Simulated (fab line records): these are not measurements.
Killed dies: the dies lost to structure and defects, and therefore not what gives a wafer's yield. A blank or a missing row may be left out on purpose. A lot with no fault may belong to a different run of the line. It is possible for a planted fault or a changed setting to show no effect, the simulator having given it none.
Matching of chambers | flow n5_finfet | pecvd-01 running N5_FIN_SAQP_PECVD_06: 3 sister chambers
The step deposits a-Si from SiH4/He, target thk 60 nm, time 48.1 s. 6 wafers are shown with their chamber, then 9 later ones without.

## WAFERS, EACH WITH ITS CHAMBER
wafer  | chamber | showerhead_plenum_p_Torr (Torr) | throttle_valve_pct (%)
L089.6 | 2       | 5.69                            | 18.6
L092.1 | 1       | 5.67                            | 18.6
L092.6 | 0       | 5.80                            | 20.4
L093.2 | 1       | 5.66                            | 18.2
L093.4 | 2       | 5.71                            | 18.8
L093.6 | 0       | 5.82                            | 20.5

## WAFERS WHOSE CHAMBER IS MISSING
wafer  | showerhead_plenum_p_Torr (Torr) | throttle_valve_pct (%)
L094.1 | 5.81                            | 20.6
L094.2 | 5.66                            | 18.3
L094.6 | 5.66                            | 18.5
L095.1 | 5.80                            | 20.5
L095.5 | 5.70                            | 18.8
L095.6 | 5.67                            | 18.2
L096.1 | 5.69                            | 18.6
L096.2 | 5.68                            | 18.4
L096.6 | 5.70                            | 18.5

## THE CHAMBER EACH PASSED THROUGH
wafer  | from the rows above     | in truth
L094.1 | 0                       | 0
L094.2 | 1                       | 1
L094.6 | 1                       | 1
L095.1 | 0                       | 0
L095.5 | 2                       | 2
L095.6 | 1                       | 1
L096.1 | can't be placed: 2 or 1 | 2
L096.2 | can't be placed: 1 or 2 | 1
L096.6 | can't be placed: 2 or 1 | 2
6 of 9 placed correctly. These rows do not allow placing 3 (true chamber among the candidates in 3). 0 placed wrongly.
How it was worked out, from the rows above alone: a wafer's distance from a chamber is the root of the sum, over the readings, of the square of ((its reading less the chamber's mean) divided by the reading's scatter). If the next closest chamber is less than 2 further off than the closest, the wafer can't be placed; otherwise it belongs to the closest. The mean given for a chamber averages the wafers shown for that chamber. The scatter: take each reading less its chamber's mean, square it, sum over the shown wafers, divide by the number of wafers less the number of chambers, and take the root.
